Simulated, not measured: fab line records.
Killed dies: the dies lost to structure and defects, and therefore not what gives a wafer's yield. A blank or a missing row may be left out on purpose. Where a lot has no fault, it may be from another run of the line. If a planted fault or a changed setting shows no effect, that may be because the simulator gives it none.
Check of tool commonality	flow nand harc	Sample size 12 lots and 36 wafers

## WHAT PROMPTED THE OPENING
At NHARC_P_CONTACT_CD_MEAS_12 the reading cd nm is flagged on 1 of 12 lots. Wafers without a fault read 90.0 nm, standard deviation 0.65.
Rule: a lot gets a flag if all its wafers with a number sit over 4 standard deviations from that mean, or if no wafer of it has a number. The other lots count as sound.

lot	measured	on	cd nm (nm), wafer by wafer	flag
L389	day 6 01:26	cd sem-01	90.7 91.1 90.5	
L391	day 6 23:49	cd sem-01	89.5 89.6 88.9	
L392	day 7 13:49	cd sem-01	90.0 89.6 89.3	
L394	day 8 12:25	cd sem-02	90.6 90.2 90.5	
L395	day 8 20:34	cd sem-01	89.9 90.0 89.7	
L399	day 10 08:10	cd sem-03	85.7 86.5 86.1	FLAGGED
L404	day 12 16:02	cd sem-03	88.5 89.3 89.5	
L407	day 13 20:06	cd sem-03	89.7 90.0 88.9	
L408	day 14 06:59	cd sem-03	90.4 90.8 90.7	
L409	day 14 15:28	cd sem-01	89.5 88.8 89.3	
L410	day 15 04:07	cd sem-01	90.0 89.4 89.4	
L411	day 15 17:27	cd sem-01	90.3 90.7 90.1	
The mean of the flagged lots' numbers is 86.1 nm, -3.9 nm from the usual (-6 standard deviations).

## TOOL THAT RAN EACH LOT
The record holds 3 process steps before the reading, out of a route of 1302 steps. Cell contents, in order: the tool; ch with the chambers the sampled wafers went through; the start.
lot	flag	NHARC_P_GATE_STRIP_113	NHARC_P_CONTACT_DEP_00	NHARC_P_CONTACT_EXPOSE_09
L389		plasma asher-01 ch 0,1, day 5 21:26	pecvd-01 ch 0,2, day 6 01:18 or earlier	arfi scanner-02 ch 0, day 6 01:18
L391		plasma asher-02 ch 0,1, day 6 19:48	pecvd-02 ch 0,1, day 6 23:41 or earlier	arfi scanner-01 ch 0, day 6 23:41
L392		plasma asher-02 ch 0,1, day 7 09:39	pecvd-01 ch 0,1, day 7 13:40 or earlier	arfi scanner-03 ch 0, day 7 13:40
L394		plasma asher-02 ch 0,1, day 8 08:36	pecvd-04 ch 0,1,2, day 8 12:16 or earlier	arfi scanner-02 ch 0, day 8 12:16
L395		plasma asher-01 ch 0, day 8 16:25	pecvd-04 ch 1,2, day 8 20:25 or earlier	arfi scanner-03 ch 0, day 8 20:25
L399	FLAGGED	plasma asher-02 ch 0,1, day 10 04:14	pecvd-02 ch 0,1, day 10 08:02 or earlier	arfi scanner-02 ch 0, day 10 08:02
L404		plasma asher-02 ch 0,1, day 12 11:56	pecvd-02 ch 0,1,2, day 12 15:54 or earlier	arfi scanner-01 ch 0, day 12 15:54
L407		plasma asher-02 ch 0,1, day 13 15:57	pecvd-02 ch 0,1,2, day 13 19:58 or earlier	arfi scanner-03 ch 0, day 13 19:58
L408		plasma asher-01 ch 0,1, day 14 02:56	pecvd-02 ch 1,2, day 14 06:50 or earlier	arfi scanner-03 ch 0, day 14 06:50
L409		plasma asher-02 ch 0,1, day 14 11:17	pecvd-04 ch 0,1, day 14 15:19 or earlier	arfi scanner-03 ch 0, day 14 15:19
L410		plasma asher-02 ch 0,1, day 14 23:44	pecvd-01 ch 0,1,2, day 15 03:59 or earlier	arfi scanner-02 ch 0, day 15 03:59
L411		plasma asher-02 ch 0,1, day 15 13:19	pecvd-04 ch 1,2, day 15 17:19 or earlier	arfi scanner-01 ch 0, day 15 17:19
What is done by these steps:
- NHARC_P_GATE_STRIP_113: strips in N2/H2, time 740 s.
- NHARC_P_CONTACT_DEP_00: deposits SiO2, target thk 500 nm.
- NHARC_P_CONTACT_EXPOSE_09: exposes mask P CA, target cd 90 nm.
- NHARC_P_CONTACT_CD_MEAS_12: target cd 90 nm.

## FLAGGED AGAINST TOTAL, ONE TOOL AT A TIME (gauges that did the reading follow at the end)
step	tool	lots run	flagged	share of the flagged lots	sound lots run after its first flagged lot
NHARC_P_GATE_STRIP_113	plasma asher-01	3	0	none	-
NHARC_P_GATE_STRIP_113	plasma asher-02	9	1	all	5 (L404,L407,L409,L410,L411)
NHARC_P_CONTACT_DEP_00	pecvd-01	3	0	none	-
NHARC_P_CONTACT_DEP_00	pecvd-02	5	1	all	3 (L404,L407,L408)
NHARC_P_CONTACT_DEP_00	pecvd-04	4	0	none	-
NHARC_P_CONTACT_EXPOSE_09	arfi scanner-01	3	0	none	-
NHARC_P_CONTACT_EXPOSE_09	arfi scanner-02	4	1	all	1 (L410)
NHARC_P_CONTACT_EXPOSE_09	arfi scanner-03	5	0	none	-
NHARC_P_CONTACT_CD_MEAS_12	cd sem-01	7	0	none	-
NHARC_P_CONTACT_CD_MEAS_12	cd sem-02	1	0	none	-
NHARC_P_CONTACT_CD_MEAS_12	cd sem-03	4	1	all	3 (L404,L407,L408)
With no start given for some of its lots, NHARC_P_CONTACT_DEP_00 uses the hours and lot order of NHARC_P_CONTACT_EXPOSE_09.

## THE TABLE: WHAT IT ALLOWS
4 rows of the table ran every flagged lot: plasma asher-02 at NHARC_P_GATE_STRIP_113, pecvd-02 at NHARC_P_CONTACT_DEP_00, arfi scanner-02 at NHARC_P_CONTACT_EXPOSE_09, cd sem-03 at NHARC_P_CONTACT_CD_MEAS_12.
- plasma asher-02 at NHARC_P_GATE_STRIP_113 ran 9 lots, 1 of them flagged. Lots that were sound ran on it after the first flagged one (L404, L407, L409, L410, L411); a persistent fault on the entire tool would not allow that.
- pecvd-02 at NHARC_P_CONTACT_DEP_00 ran 5 lots, 1 of them flagged. Lots that were sound ran on it after the first flagged one (L404, L407, L408); a persistent fault on the entire tool would not allow that.
- arfi scanner-02 at NHARC_P_CONTACT_EXPOSE_09 ran 4 lots, 1 of them flagged. Lots that were sound ran on it after the first flagged one (L410); a persistent fault on the entire tool would not allow that.
- cd sem-03 at NHARC_P_CONTACT_CD_MEAS_12 ran 4 lots, 1 of them flagged. Lots that were sound ran on it after the first flagged one (L404, L407, L408); a persistent fault on the entire tool would not allow that.
There is no row in the table that ran each flagged lot and no sound lot after the first.

## WHAT THE SIMULATOR HAD PUT IN
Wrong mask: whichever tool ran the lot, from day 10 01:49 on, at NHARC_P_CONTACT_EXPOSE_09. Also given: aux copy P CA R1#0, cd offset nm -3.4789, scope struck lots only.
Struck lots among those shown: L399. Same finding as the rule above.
